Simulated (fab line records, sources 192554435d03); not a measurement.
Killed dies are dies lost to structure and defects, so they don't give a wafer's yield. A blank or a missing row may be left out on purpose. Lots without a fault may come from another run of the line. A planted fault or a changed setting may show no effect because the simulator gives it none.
Chamber matching | flow n5_finfet | N5_BEOL_M14_DESCUM_33 on rie_diel-04: 4 sister chambers
The step chemistry O2, time 7.9 s. 4 wafers are shown with their chamber, then 7 later ones without.

WAFERS WITH THEIR CHAMBER
wafer  | chamber | showerhead_plenum_p_Torr (Torr)
L084.3 | 3       | 2.12
L085.6 | 0       | 2.22
L092.2 | 2       | 2.21
L092.3 | 1       | 2.05

WAFERS WITHOUT THEIR CHAMBER
wafer  | showerhead_plenum_p_Torr (Torr)
L092.4 | 2.11
L095.1 | 2.22
L095.3 | 2.21
L095.4 | 2.11
L096.1 | 2.11
L096.3 | 2.21
L096.5 | 2.21

WHICH CHAMBER EACH WENT THROUGH
wafer  | from the rows above     | in truth
L092.4 | 3                       | 3
L095.1 | can't be placed: 0 or 2 | 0
L095.3 | can't be placed: 2 or 0 | 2
L095.4 | 3                       | 3
L096.1 | 3                       | 3
L096.3 | can't be placed: 2 or 0 | 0
L096.5 | can't be placed: 2 or 0 | 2
Placed correctly: 3 of 7. Can't be placed from these rows: 4 (the true chamber is among the candidates in 4). Placed wrongly: 0.
How it was worked out, from the rows above alone: a wafer's distance from a chamber is the root of the sum, over the readings, of the square of ((its reading less the chamber's mean) divided by the reading's scatter). The wafer belongs to the nearest chamber; if the next one is less than 2 further off, it can't be placed. A chamber's mean is the mean of its shown wafers. The scatter: with one shown wafer a chamber, the root of the mean of the squares of how far each hidden wafer lies from its nearest shown one.
